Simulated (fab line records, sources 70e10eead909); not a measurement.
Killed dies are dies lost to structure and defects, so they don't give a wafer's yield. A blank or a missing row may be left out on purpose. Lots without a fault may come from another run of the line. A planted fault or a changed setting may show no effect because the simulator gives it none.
Chamber matching | flow nand_harc | NHARC_A_STAIRCASE_DESCUM_312 on rie_diel-12: 4 sister chambers
The step chemistry O2, time 3 s. 4 wafers are shown with their chamber, then 7 later ones without.

WAFERS WITH THEIR CHAMBER
wafer  | chamber | showerhead_plenum_p_Torr (Torr)
L730.6 | 1       | 1.76
L736.2 | 0       | 1.84
L740.1 | 2       | 1.92
L740.3 | 3       | 1.93

WAFERS WITHOUT THEIR CHAMBER
wafer  | showerhead_plenum_p_Torr (Torr)
L740.4 | 2.06
L746.4 | 1.91
L746.5 | 2.06
L746.6 | 1.83
L749.3 | 1.92
L749.4 | 1.82
L749.5 | 1.91

WHICH CHAMBER EACH WENT THROUGH
wafer  | from the rows above               | in truth
L740.4 | can't be placed: 3 or 2 or 0      | 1
L746.4 | can't be placed: 2 or 3 or 0 or 1 | 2
L746.5 | can't be placed: 3 or 2 or 0      | 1
L746.6 | can't be placed: 0 or 1 or 2 or 3 | 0
L749.3 | can't be placed: 2 or 3 or 0      | 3
L749.4 | can't be placed: 0 or 1 or 2 or 3 | 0
L749.5 | can't be placed: 2 or 3 or 0 or 1 | 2
Placed correctly: 0 of 7. Can't be placed from these rows: 7 (the true chamber is among the candidates in 5). Placed wrongly: 0.
How it was worked out, from the rows above alone: a wafer's distance from a chamber is the root of the sum, over the readings, of the square of ((its reading less the chamber's mean) divided by the reading's scatter). The wafer belongs to the nearest chamber; if the next one is less than 2 further off, it can't be placed. A chamber's mean is the mean of its shown wafers. The scatter: with one shown wafer a chamber, the root of the mean of the squares of how far each hidden wafer lies from its nearest shown one.
